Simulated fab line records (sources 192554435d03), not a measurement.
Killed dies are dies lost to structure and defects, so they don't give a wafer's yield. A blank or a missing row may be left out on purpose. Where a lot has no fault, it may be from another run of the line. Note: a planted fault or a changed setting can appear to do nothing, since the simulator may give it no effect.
2 desks looking at one fault	flow n5Finfet	every desk sees just its own numbers, and what lay behind them comes last

FOR THE TOOL OWNER'S DESK: aldMetal-02
The tool's own readings at N5_BEOL_M10_ALD_74 (deposits TaN, target thk 2 nm, pulse time 2 s, purge time 3 s): means of the sampled wafers that have a number, for each lot that ran on this tool. Any lot whose mean is over 4 standard deviations away from the usual mean is out of limits and marked OUT; that distance is given in the brackets.
Columns: A = heaterPowerW at N5_BEOL_M10_ALD_74, usual 410 W; B = susceptorTempC at N5_BEOL_M10_ALD_74, usual 274.99 C
lot	first seen here	A	B
L317	day 11 10:38	378	274.97
L328	day 14 01:04	384	274.75
L330	day 14 04:56	386	274.90
This desk found nothing out of limits on any of the 3 lots.

THE METROLOGY DESK
Means of the sampled wafers that have a number, per lot and without regard to the tool the lot ran on: this is what the gauges read. Any lot whose mean is over 4 standard deviations away from the usual mean is out of limits and marked OUT; that distance is given in the brackets.
Columns: A = trenchDepthNm at N5_BEOL_M10_OCD_MEAS_38, usual 148.9 nm; B = cdNm at N5_BEOL_M10_CD_MEAS_35, usual 70.1 nm
lot	first seen here	A	B
L318	day 11 03:40	147.9	69.4
L317	day 11 09:05	149.6	70.0
L328	day 13 22:48	147.9	70.2
L330	day 14 04:00	145.8	69.3
L333	day 14 22:14	145.6	70.3
L334	day 15 00:31	149.5	70.6
This desk found nothing out of limits on any of the 6 lots.

PUT TOGETHER
The tool owner's desk saw nothing out of limits.
At the metrology desk, nothing out of limits was observed.

WHAT THE SIMULATOR HAD INSERTED
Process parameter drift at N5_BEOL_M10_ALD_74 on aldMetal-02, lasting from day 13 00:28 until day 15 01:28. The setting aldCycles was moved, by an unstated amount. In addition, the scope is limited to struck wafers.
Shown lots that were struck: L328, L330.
